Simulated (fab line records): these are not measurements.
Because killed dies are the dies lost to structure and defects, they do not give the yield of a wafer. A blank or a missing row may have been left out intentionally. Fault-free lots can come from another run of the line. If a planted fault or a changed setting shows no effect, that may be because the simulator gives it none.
A single fault, viewed from 3 desks	flow n5_finfet	what lay behind the numbers comes last; until then each desk has only its own

THE DEFECT DESK
Inspection counts along the route, by lot: the mean over sampled wafers that carry a number. If a lot's mean is further than 4 standard deviations from the usual mean, the lot is out of limits and carries the mark OUT (the distance appears in the brackets).
Columns: A = raw_defect_count at N5_HKMG_FIN_INSPECT_14, usual 2.1
lot	first seen here	A
L775	day 4 16:42	1.7
L777	day 5 02:49	1.0
L779	day 5 15:49	141.0 (+99 or more) OUT
L780	day 6 00:34	147.5 (+99 or more) OUT
L781	day 6 04:09	149.0 (+99 or more) OUT
L782	day 6 11:33	2.0
L785	day 7 06:36	0.7
L790	day 8 10:29	1.7
L793	day 9 03:04	2.0
Finding of this desk: L779, L780, L781 out of limits; the first was L779 at day 5 15:49, on raw_defect_count at N5_HKMG_FIN_INSPECT_14. In limits: L775, L777, L782, L785, L790, L793.

AT THE TOOL OWNER'S DESK: ald_metal-04
The tool's own readings at N5_HKMG_FIN_ALD_79 (deposits TiN, target thk 1.5 nm, pulse time 1 s, purge time 3 s): means of the sampled wafers that have a number, for each lot that ran on this tool. If a lot's mean is further than 4 standard deviations from the usual mean, the lot is out of limits and carries the mark OUT (the distance appears in the brackets).
Columns: A = heater_power_w at N5_HKMG_FIN_ALD_79, usual 868 W; B = precursor_pulse_height_rel at N5_HKMG_FIN_ALD_79, usual 1.001
lot	first seen here	A	B
L775	day 4 14:43	835	1.000
L777	day 5 00:52	921	0.993
L779	day 5 13:51	852	0.990
L780	day 5 22:43	826	0.994
L781	day 6 01:55	808	1.004
This desk found nothing out of limits on any of the 5 lots.

FROM THE METROLOGY DESK
What the gauges read, lot by lot, whatever tool the lot ran on: means of the sampled wafers that have a number. If a lot's mean is further than 4 standard deviations from the usual mean, the lot is out of limits and carries the mark OUT (the distance appears in the brackets). It has 10 readings; the 7 that lie furthest out on some lot are the ones shown.
Columns: A = DIBL_P at N5_BEOL_M4_RC_MEAS_101, usual 36.3 mV/V; B = IOFF_N at N5_BEOL_M4_RC_MEAS_101, usual 0.16 nA/um; C = IOFF_P at N5_BEOL_M4_RC_MEAS_101, usual 0.21 nA/um; D = ION_P at N5_BEOL_M4_RC_MEAS_101, usual 461 uA/um; E = SS_N at N5_BEOL_M4_RC_MEAS_101, usual 71.5 mV/dec; F = VT_N at N5_BEOL_M4_RC_MEAS_101, usual 250 mV; G = VT_P at N5_BEOL_M4_RC_MEAS_101, usual -251 mV
lot	first seen here	A	B	C	D	E	F	G
L775	day 8 09:55	34.1	0.14	0.19	452	71.0	252	-251
L777	day 9 01:31	39.9	0.25	0.25	461	72.6	242	-248
L779	day 9 16:16	35.0	0.15	0.20	457	71.1	249	-252
L781	day 9 18:35	39.2	0.16	0.24	464	72.0	251	-249
L780	day 9 19:09	36.4	0.18	0.22	460	71.6	246	-249
L782	day 9 21:37	36.9	0.17	0.26	475	71.9	250	-244
L785	day 11 02:34	38.2	0.19	0.24	470	71.8	246	-248
L790	day 12 04:41	35.3	0.15	0.16	452	71.4	250	-259
L793	day 12 23:26	37.3	0.18	0.23	469	71.5	249	-249
This desk found nothing out of limits on any of the 9 lots.

TAKEN TOGETHER
The defect desk could have raised an alarm at day 5 15:49, on L779, L780, L781.
The desk of the tool owner found nothing out of limits.
The metrology desk saw nothing out of limits.
On record at the tool owner's desk: L779, L780, L781, within its limits.
The metrology desk holds a record of L779, L780, L781, inside its limits.
All the named lots went through N5_HKMG_FIN_ALD_79 on ald_metal-04.

WHAT THE SIMULATOR PUT IN
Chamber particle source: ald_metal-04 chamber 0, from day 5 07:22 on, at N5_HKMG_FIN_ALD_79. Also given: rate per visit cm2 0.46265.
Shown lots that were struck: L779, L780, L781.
Hours from the fault's start to each desk's first reading out of limits: the defect desk, 8.
